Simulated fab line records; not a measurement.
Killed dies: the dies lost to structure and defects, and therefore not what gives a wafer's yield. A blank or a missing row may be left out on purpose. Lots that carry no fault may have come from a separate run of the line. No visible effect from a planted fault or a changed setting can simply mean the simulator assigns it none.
Chamber matching + flow n5_finfet + N5_MIM_TOP_ETCH_PECVD_03 on pecvd-04: 3 sister chambers
The step deposits SiNx from SiH4/NH3/N2, target thk 20 nm, time 17.6 s. 3 wafers are shown with their chamber, then 8 later ones without.

## WAFERS, EACH WITH ITS CHAMBER
| wafer  | chamber | throttle_valve_pct (%) |
|--------|---------|------------------------|
| L310.3 | 0       | 40.4                   |
| L313.6 | 2       | 38.8                   |
| L315.2 | 1       | 44.3                   |

## WAFERS MISSING THEIR CHAMBER
| wafer  | throttle_valve_pct (%) |
|--------|------------------------|
| L315.3 | 40.4                   |
| L315.6 | 40.5                   |
| L316.1 | 40.6                   |
| L316.4 | 40.6                   |
| L316.6 | 44.5                   |
| L322.1 | 40.4                   |
| L322.2 | 38.9                   |
| L322.5 | 39.0                   |

## WHICH CHAMBER EACH WENT THROUGH
| wafer  | from the rows above | in truth |
|--------|---------------------|----------|
| L315.3 | 0                   | 0        |
| L315.6 | 0                   | 0        |
| L316.1 | 0                   | 0        |
| L316.4 | 0                   | 0        |
| L316.6 | 1                   | 1        |
| L322.1 | 0                   | 0        |
| L322.2 | 2                   | 2        |
| L322.5 | 2                   | 2        |
Placed correctly: 8 of 8. From these rows, 0 cannot be placed. Number placed wrongly: 0.
How it was worked out, from the rows above alone: a wafer's distance from a chamber is the root of the sum, over the readings, of the square of ((its reading less the chamber's mean) divided by the reading's scatter). The wafer belongs to the nearest chamber; if the next one is less than 2 further off, it can't be placed. The mean given for a chamber averages the wafers shown for that chamber. The scatter: with one shown wafer a chamber, the root of the mean of the squares of how far each hidden wafer lies from its nearest shown one.
